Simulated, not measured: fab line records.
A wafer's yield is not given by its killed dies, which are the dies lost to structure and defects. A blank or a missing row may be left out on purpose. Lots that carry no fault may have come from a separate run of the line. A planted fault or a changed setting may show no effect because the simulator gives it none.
Chamber matching ; flow nand_harc ; 4 sister chambers for NHARC_P_BONDPAD_STRIP_15 on rie_diel-11
The step strips in O2. 4 wafers are shown with their chamber, then 11 later ones without.

## WAFERS, EACH WITH ITS CHAMBER
wafer;chamber;rf_vpp_V (V)
L085.6;3;57.1
L086.1;2;58.4
L086.2;0;57.5
L088.3;1;58.4

## WAFERS MISSING THEIR CHAMBER
wafer;rf_vpp_V (V)
L088.4;59.4
L088.5;58.3
L090.3;58.1
L090.4;58.2
L090.6;58.8
L091.1;57.9
L091.2;57.1
L091.4;56.3
L094.1;59.0
L094.2;57.8
L094.3;57.4

## THE CHAMBER EACH PASSED THROUGH
wafer;from the rows above;in truth
L088.4;can't be placed: 1 or 2 or 0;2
L088.5;can't be placed: 1 or 2 or 0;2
L090.3;can't be placed: 1 or 2 or 0 or 3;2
L090.4;can't be placed: 1 or 2 or 0 or 3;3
L090.6;can't be placed: 1 or 2 or 0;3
L091.1;can't be placed: 0 or 1 or 2 or 3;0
L091.2;can't be placed: 3 or 0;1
L091.4;can't be placed: 3 or 0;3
L094.1;can't be placed: 1 or 2 or 0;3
L094.2;can't be placed: 0 or 1 or 2 or 3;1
L094.3;can't be placed: 0 or 3 or 1 or 2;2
Correctly placed: 0 of 11. These rows do not allow placing 11 (true chamber among the candidates in 8). Wrongly placed: 0.
How it was worked out, from the rows above alone: a wafer's distance from a chamber is the root of the sum, over the readings, of the square of ((its reading less the chamber's mean) divided by the reading's scatter). The wafer belongs to the nearest chamber; if the next one is less than 2 further off, it can't be placed. Each chamber's mean is taken over the wafers shown for it. The scatter: with one shown wafer a chamber, the root of the mean of the squares of how far each hidden wafer lies from its nearest shown one.
